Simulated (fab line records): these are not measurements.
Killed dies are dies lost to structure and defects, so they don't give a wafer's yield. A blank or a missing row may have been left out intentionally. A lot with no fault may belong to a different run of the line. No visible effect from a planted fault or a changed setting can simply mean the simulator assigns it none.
fab line records | flow nand_harc
record lots=5 | wafers=15 | last_day=32
route steps=1302 shown A_BLC@1118
lots that met no fault: taken from a fault-free run of the same line
start_h: start of the lot's first displayed wafer, in hours after the record's first day | wait_h: time in hours since the lot's previous step | " repeats the value in the row above | L1.1+2: several wafers, shown together as one row | - no value, or no start was given | * or withheld: withheld | < > ~ a bound
route shown NAME@n: a module of which the file shows steps, and the number in the route of the first | usual: mean/standard deviation of fault-free wafers | same: alike in all rows | chamber/n: place in a boat | sites: per-site readings | _std_site: how widely they spread, as a standard deviation | _edge_site: mean of outer sites minus mean of inner sites | radius_mm: how far each site lies from the wafer's centre | mask NAME#n: copy n | behind: the tool/chamber that last shaped the wafer | hold: reason for holding the lot/hours on hold/outcome of the hold | device: names the non-switching transistor (n, p or np) | end of line: tests run on the same wafers once the route is complete | for a step that has no rows: nothing shown but its recipe | killed: not the wafer's yield, but the dies lost to structure and defects at the first sort | map: a wafer's dies, marking killed ones x, the rest . and places with no die _
set.NAME: setting as actually run; set.NAME@STEP: the setting as run at that earlier step | model.NAME: the simulator's own value behind a step, which no gauge read
lots at selected steps of the route; one table per step, one row per wafer
services: from which hour (start_h, from the record's first day; less than 0 if before it) a tool's chamber was out of use, for how many hours, and why
## steps
# step NHARC_A_BLC_OVL_MEAS_11
# usual overlay_x_nm=-0.1/0.74 | overlay_y_nm=0.2/0.8
lot.wafer | tool       | chamber | start_h | wait_h | overlay_x_nm | overlay_y_nm
L906.3    | overlay-02 | -       | 518.36  | -      | 1.6          | 0.2
L906.4    | "          | -       | "       | "      | 1.8          | 0.3
L906.6    | "          | -       | "       | "      | 1.4          | 1.1
L919.1    | overlay-02 | -       | 648.04  | -      | -0.1         | -1.7
L919.2    | "          | -       | "       | "      | 1.1          | -1.1
L919.5    | "          | -       | "       | "      | 0.9          | -1.0
L922.1    | overlay-02 | -       | 699.78  | -      | -0.2         | -0.3
L922.3    | "          | -       | "       | "      | -0.4         | -0.5
L922.6    | "          | -       | "       | "      | -0.6         | -0.3
L923.1    | overlay-01 | -       | 711.92  | -      | 0.5          | 0.0
L923.2    | "          | -       | "       | "      | -0.1         | -0.5
L923.3    | "          | -       | "       | "      | 0.3          | -0.4
L925.1    | overlay-01 | -       | 718.46  | -      | 0.5          | -0.6
L925.3    | "          | -       | "       | "      | 0.8          | -0.8
L925.6    | "          | -       | "       | "      | 0.6          | -0.6
# step NHARC_A_BLC_INSPECT_12
# usual raw_defect_count=75/39
lot.wafer | tool              | chamber | start_h | wait_h | raw_defect_count
L906.3    | defect_inspect-01 | -       | 518.40  | 0.0    | 60
L906.4    | "                 | -       | "       | "      | 66
L906.6    | "                 | -       | "       | "      | 57
L919.1    | defect_inspect-01 | -       | 648.08  | 0.0    | 82
L919.2    | "                 | -       | "       | "      | 73
L919.5    | "                 | -       | "       | "      | 86
L922.1    | defect_inspect-02 | -       | 699.82  | 0.0    | 71
L922.3    | "                 | -       | "       | "      | 70
L922.6    | "                 | -       | "       | "      | 92
L923.1    | defect_inspect-02 | -       | 711.95  | 0.0    | 23
L923.2    | "                 | -       | "       | "      | 27
L923.3    | "                 | -       | "       | "      | 36
L925.1    | defect_inspect-01 | -       | 718.50  | 0.0    | 16
L925.3    | "                 | -       | "       | "      | 25
L925.6    | "                 | -       | "       | "      | 26
# step NHARC_A_BLC_DESCUM_15
# recipe time_s=3 | o2_flow_sccm=200 | ar_flow_sccm=0 | bias_power_w=0 | chemistry=O2
# step NHARC_A_BLC_ETCH_16
# recipe target_depth_a=390 | over_etch_frac=0.3 | time_s=65 | ion_energy_ev=80 | cf4_flow_sccm=150 | ar_flow_sccm=0 | rf_w=300 | bias_w=100 | chemistry=CF4
# usual chamber_pressure_mTorr=50.00/0.043 | drypump_motor_current_A=5.7/0.34 | oes_product_au=0.996/0.012 | rf_vpp_V=151.3/1.4 | showerhead_plenum_p_Torr=1.77/0.082 | throttle_valve_pct=13.283/0.0089
lot.wafer | tool        | chamber | start_h | wait_h | chamber_pressure_mTorr | drypump_motor_current_A | oes_product_au | rf_hours_counter_h | rf_vpp_V | showerhead_plenum_p_Torr | throttle_valve_pct
L906.3    | rie_diel-03 | 1       | 518.55  | 0.1    | 50.02                  | 5.4                     | 0.990          | 3                  | 151.5    | 1.73                     | 13.282
L906.4    | "           | 3       | "       | "      | 49.94                  | 5.8                     | 0.977          | 3                  | 152.1    | 1.90                     | 13.286
L906.6    | "           | 1       | "       | "      | 50.00                  | 5.4                     | 0.996          | -                  | 152.5    | 1.73                     | 13.278
L919.2    | rie_diel-03 | 3       | 648.22  | 0.1    | 50.01                  | 5.8                     | 1.018          | 0                  | 154.4    | 1.89                     | 13.279
L919.1    | "           | 0       | "       | "      | 50.01                  | 5.4                     | 1.003          | 0                  | 151.3    | 1.84                     | 13.276
L919.5    | "           | 3       | "       | "      | 49.97                  | 5.8                     | 1.010          | -                  | 151.9    | 1.89                     | 13.274
L922.1    | rie_diel-03 | 1       | 699.97  | 0.1    | 49.99                  | 5.4                     | 0.986          | 4                  | 151.9    | 1.73                     | 13.287
L922.3    | "           | 0       | "       | "      | 50.00                  | 5.4                     | 0.997          | 4                  | 151.7    | 1.84                     | 13.279
L922.6    | "           | 2       | "       | "      | 49.98                  | 6.2                     | 0.988          | -                  | 153.0    | 1.77                     | 13.293
L923.1    | rie_diel-03 | 3       | 712.10  | 0.1    | 49.97                  | 5.8                     | 0.986          | 5                  | 151.8    | 1.89                     | 13.293
L923.2    | "           | 0       | "       | "      | 49.91                  | 5.4                     | 0.994          | 4                  | 151.4    | 1.84                     | 13.293
L923.3    | "           | 2       | "       | "      | 50.06                  | 6.2                     | 0.985          | 5                  | 152.8    | 1.77                     | 13.297
L925.1    | rie_diel-03 | 2       | 718.64  | 0.1    | 49.97                  | 6.2                     | 0.988          | 6                  | 150.7    | 1.77                     | 13.284
L925.3    | "           | 0       | "       | "      | 49.98                  | 5.4                     | 1.003          | 5                  | 151.3    | 1.84                     | 13.283
L925.6    | "           | 3       | "       | "      | 50.01                  | 5.8                     | 0.998          | -                  | 152.3    | 1.89                     | 13.301
# step NHARC_A_BLC_ETCH_17
# recipe target_depth_a=3900 | over_etch_frac=0.25 | time_s=609.38 | ion_energy_ev=200 | n2_flow_sccm=150 | h2_flow_sccm=150 | ar_flow_sccm=0 | rf_w=400 | bias_w=150 | chemistry=N2/H2
# usual chamber_pressure_mTorr=30.003/0.029 | drypump_motor_current_A=5.7/0.33 | oes_product_au=0.997/0.013 | rf_vpp_V=431/3 | showerhead_plenum_p_Torr=2.04/0.11 | throttle_valve_pct=14.171/0.009
lot.wafer | tool        | chamber | start_h | wait_h | chamber_pressure_mTorr | drypump_motor_current_A | oes_product_au | rf_hours_counter_h | rf_vpp_V | showerhead_plenum_p_Torr | throttle_valve_pct
L906.4    | rie_diel-03 | 1       | -       | -      | 30.021                 | 5.4                     | 0.996          | 3                  | 429      | 1.99                     | 14.172
L906.3    | "           | 2       | "       | "      | 30.007                 | 6.2                     | 0.994          | 3                  | 430      | 2.04                     | 14.167
L906.6    | "           | 0       | "       | "      | 29.973                 | 5.4                     | 1.018          | -                  | 435      | 2.14                     | 14.168
L919.1    | rie_diel-03 | 1       | -       | -      | 29.936                 | 5.4                     | 0.992          | 1                  | 429      | 1.99                     | 14.165
L919.2    | "           | 3       | "       | "      | 30.025                 | 5.8                     | 1.020          | 0                  | 436      | 2.20                     | 14.170
L919.5    | "           | 1       | "       | "      | 30.016                 | 5.4                     | 0.987          | -                  | 430      | 1.99                     | 14.160
L922.3    | rie_diel-03 | 3       | -       | -      | 30.020                 | 5.8                     | 0.998          | 4                  | 437      | 2.20                     | 14.163
L922.1    | "           | 0       | "       | "      | 30.029                 | 5.4                     | 1.002          | 4                  | 434      | 2.13                     | 14.182
L922.6    | "           | 1       | "       | "      | 29.987                 | 5.4                     | 0.986          | -                  | 429      | 1.99                     | 14.162
L923.2    | rie_diel-03 | 1       | -       | -      | 30.012                 | 5.4                     | 0.983          | 5                  | 430      | 1.99                     | 14.175
L923.3    | "           | 3       | "       | "      | 30.028                 | 5.8                     | 1.000          | 5                  | 434      | 2.20                     | 14.172
L923.1    | "           | 0       | "       | "      | 30.017                 | 5.4                     | 1.011          | 5                  | 433      | 2.13                     | 14.174
L925.1    | rie_diel-03 | 0       | -       | -      | 29.955                 | 5.4                     | 1.011          | 5                  | 433      | 2.13                     | 14.166
L925.3    | "           | 1       | "       | "      | 30.018                 | 5.5                     | 0.985          | 6                  | 430      | 1.99                     | 14.183
L925.6    | "           | 0       | "       | "      | 30.015                 | 5.4                     | 1.003          | -                  | 431      | 2.13                     | 14.165
# step NHARC_A_BLC_ETCH_18
# recipe target_depth_a=9100 | c4f8_flow_sccm=20 | o2_flow_sccm=10 | ar_flow_sccm=withheld | rf_w=600 | bias_w=1500 | chemistry=C4F8/O2/Ar
# usual chamber_pressure_mTorr=25.003/0.022 | oes_product_au=0.947/0.025 | rf_vpp_V=978/6.4
lot.wafer | tool        | chamber | start_h | wait_h | chamber_pressure_mTorr | oes_product_au | rf_hours_counter_h | rf_vpp_V
L906.3    | rie_diel-03 | 3       | -       | -      | 24.986                 | 0.921          | 3                  | 987
L906.4    | "           | 0       | "       | "      | 24.970                 | 0.965          | 3                  | 984
L906.6    | "           | 0       | "       | "      | 24.993                 | 0.961          | -                  | 985
L919.2    | rie_diel-03 | 2       | -       | -      | 25.013                 | 0.965          | 1                  | 979
L919.1    | "           | 3       | "       | "      | 25.020                 | 0.969          | 1                  | 988
L919.5    | "           | 1       | "       | "      | 24.967                 | 0.972          | -                  | 975
L922.1    | rie_diel-03 | 0       | -       | -      | 24.997                 | 0.944          | 4                  | 983
L922.3    | "           | 2       | "       | "      | 25.019                 | 0.931          | 5                  | 976
L922.6    | "           | 0       | "       | "      | 24.999                 | 0.937          | -                  | 983
L923.3    | rie_diel-03 | 3       | -       | -      | 24.980                 | 0.953          | 5                  | 987
L923.2    | "           | 0       | "       | "      | 25.001                 | 0.970          | 5                  | 986
L923.1    | "           | 1       | "       | "      | 25.000                 | 0.956          | 6                  | 976
L925.3    | rie_diel-03 | 2       | -       | -      | 24.979                 | 0.949          | 7                  | 979
L925.1    | "           | 3       | "       | "      | 25.005                 | 0.952          | 6                  | 989
L925.6    | "           | 1       | "       | "      | 25.024                 | 0.938          | -                  | 975
# step NHARC_A_BLC_CD_MEAS_19
# usual cd_nm=100/3.2
lot.wafer | tool      | chamber | start_h | wait_h | cd_nm
L906.3    | cd_sem-02 | -       | 519.43  | -      | 100
L906.4    | "         | -       | "       | "      | 99
L906.6    | "         | -       | "       | "      | 103
L919.1    | cd_sem-02 | -       | 649.10  | -      | 102
L919.2    | "         | -       | "       | "      | 98
L919.5    | "         | -       | "       | "      | 99
L922.1    | cd_sem-02 | -       | 700.85  | -      | 94
L922.3    | "         | -       | "       | "      | 99
L922.6    | "         | -       | "       | "      | 98
L923.1    | cd_sem-03 | -       | 712.98  | -      | 98
L923.2    | "         | -       | "       | "      | 98
L923.3    | "         | -       | "       | "      | 103
L925.1    | cd_sem-02 | -       | 719.53  | -      | 102
L925.3    | "         | -       | "       | "      | 100
L925.6    | "         | -       | "       | "      | 95
# step NHARC_A_BLC_STRIP_29
# recipe cf4_flow_sccm=150 | ar_flow_sccm=0 | bias_w=0 | chemistry=CF4
# step NHARC_A_BLC_STRIP_21
# recipe o2_flow_sccm=500 | ar_flow_sccm=0 | bias_w=0 | chemistry=O2
# step NHARC_A_BLC_STRIP_22
# recipe time_s=600 | temp_c=30 | chemistry=post_etch_residue_remover
# step NHARC_A_BLC_DEGAS_30
# recipe temp_c=300 | time_s=60
# usual heater_power_w=471/65
lot.wafer | tool           | chamber | start_h | wait_h | heater_power_w
L906.3    | pvd_sputter-03 | -       | 520.04  | -      | 508
L906.4    | "              | -       | "       | "      | 355
L906.6    | "              | -       | "       | "      | 505
L919.2    | pvd_sputter-01 | -       | 649.72  | -      | 519
L919.1    | "              | -       | "       | "      | 435
L919.5    | "              | -       | "       | "      | 460
L922.3    | pvd_sputter-02 | -       | 701.46  | -      | 427
L922.1    | "              | -       | "       | "      | 450
L922.6    | "              | -       | "       | "      | 415
L923.2    | pvd_sputter-01 | -       | 713.58  | -      | 524
L923.3    | "              | -       | "       | "      | 493
L923.1    | "              | -       | "       | "      | 480
L925.1    | pvd_sputter-03 | -       | 720.14  | -      | 496
L925.3    | "              | -       | "       | "      | 496
L925.6    | "              | -       | "       | "      | 487
# step NHARC_A_BLC_PRE_CLEAN_31
# recipe time_s=15 | bias_v=250 | gas=Ar
# step NHARC_A_BLC_PVD_32
# recipe target_thk_a=50 | chamber_pressure_pa=5 | power_w=5000 | substrate_temp_c=200 | time_s=17.7 | material=Ti
# usual cathode_dc_power_W=5000.0/0.94 | throttle_valve_pct=30.4/1.5
lot.wafer | tool           | chamber | start_h | wait_h | cathode_dc_power_W | throttle_valve_pct
L906.3    | pvd_sputter-03 | -       | 520.17  | -      | 5001.0             | 28.3
L906.4    | "              | -       | "       | "      | 5001.3             | 30.8
L906.6    | "              | -       | "       | "      | 5000.8             | 32.2
L919.2    | pvd_sputter-01 | -       | 649.85  | -      | 5335.2             | 29.5
L919.1    | "              | -       | "       | "      | 4999.9             | 31.2
L919.5    | "              | -       | "       | "      | 5000.2             | 30.9
L922.3    | pvd_sputter-02 | -       | 701.61  | -      | 4999.6             | 30.9
L922.1    | "              | -       | "       | "      | 4999.8             | 28.6
L922.6    | "              | -       | "       | "      | 4999.9             | 31.6
L923.2    | pvd_sputter-01 | -       | 713.70  | -      | 4999.2             | 30.9
L923.3    | "              | -       | "       | "      | 5000.0             | 29.6
L923.1    | "              | -       | "       | "      | 5000.5             | 30.5
L925.3    | pvd_sputter-03 | -       | 720.27  | -      | 5001.3             | 30.1
L925.1    | "              | -       | "       | "      | 4998.7             | 30.8
L925.6    | "              | -       | "       | "      | 5001.4             | 30.1
# step NHARC_A_BLC_ALD_23
# recipe target_thk_a=30 | pulse_time_s=1 | ald_cycles=150 | temp_c=450 | material=TiN
# usual heater_power_w=1101/96 | precursor_pulse_height_rel=1.000/0.018
lot.wafer | tool         | chamber | start_h | wait_h | heater_power_w | precursor_pulse_height_rel
L906.3    | ald_metal-01 | 3       | 520.27  | -      | 1007           | 0.983
L906.4    | "            | 1       | "       | "      | 1215           | 1.010
L906.6    | "            | 3       | "       | "      | 1031           | 0.987
L919.2    | ald_metal-02 | 1       | 649.97  | -      | 1222           | 0.971
L919.1    | "            | 3       | "       | "      | 939            | 1.031
L919.5    | "            | 1       | "       | "      | 1198           | 1.009
L922.1    | ald_metal-01 | 0       | 701.70  | -      | 953            | 1.004
L922.3    | "            | 1       | "       | "      | 1198           | 0.990
L922.6    | "            | 1       | "       | "      | 1179           | 0.998
L923.1    | ald_metal-04 | 2       | 713.82  | -      | 1087           | 1.012
L923.2    | "            | 3       | "       | "      | 1234           | 0.973
L923.3    | "            | 1       | "       | "      | 1039           | 0.996
L925.1    | ald_metal-01 | 3       | 720.39  | -      | 1026           | 1.015
L925.3    | "            | 1       | "       | "      | 1189           | 0.983
L925.6    | "            | 3       | "       | "      | 1012           | 0.994
## services
tool           | chamber | start_h | hours | kind
rie_diel-03    | 0       | 516.30  | -     | clean
pvd_sputter-03 | -       | 520.73  | 2.2   | repair
ald_metal-01   | -       | 526.00  | 10.0  | pm
pvd_sputter-03 | -       | 526.00  | 10.0  | pm
ald_metal-04   | -       | 539.42  | 0.5   | repair
pvd_sputter-02 | -       | 558.27  | 5.3   | repair
ald_metal-04   | 2       | 561.05  | 18.3  | repair
pvd_sputter-01 | -       | 561.65  | 1.5   | repair
ald_metal-01   | -       | 572.63  | 1.1   | repair
pvd_sputter-01 | -       | 582.00  | 10.0  | pm
pvd_sputter-02 | -       | 596.48  | 1.2   | repair
ald_metal-02   | -       | 610.00  | 10.0  | pm
pvd_sputter-01 | -       | 622.57  | 2.0   | repair
ald_metal-02   | 2       | 631.41  | 20.8  | repair
rie_diel-03    | -       | 635.30  | 9.0   | pm
pvd_sputter-03 | -       | 637.30  | 2.8   | repair
pvd_sputter-02 | -       | 639.59  | 10.0  | pm
pvd_sputter-03 | -       | 642.05  | 1.0   | repair
ald_metal-04   | 0       | 642.33  | 31.3  | repair
ald_metal-04   | -       | 652.00  | 10.0  | pm
pvd_sputter-01 | -       | 685.11  | 3.2   | repair
ald_metal-02   | 2       | 686.27  | 9.9   | repair
ald_metal-01   | -       | 704.00  | 10.0  | pm
pvd_sputter-03 | -       | 704.00  | 10.0  | pm
## key
first_sign step=NHARC_A_BLC_PVD_32 | reading=cathode_dc_power_W | direction=up | sigmas=99+ | usual=* | struck=*
effect none on later readings
met_at NHARC_A_BLC_PVD_32
struck_wafers L919.2
tester_left_out L919
fault kind=process_parameter_drift | tool=pvd_sputter-01 | chamber=- | onset_h=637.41 | steps=NHARC_A_BLC_PVD_32 | channel=power_w | offset=* | shape=step | end_h=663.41 | acts_in=* | stated=* | scope=struck_wafers_only
# tester_left_out: of these lots the tester's yield and bins aren't shown, on N5 and GAA mostly nor the transistor test; their killed dies are dies lost to structure and defects alone, not to doping, threshold or leakage, so they don't give the yield
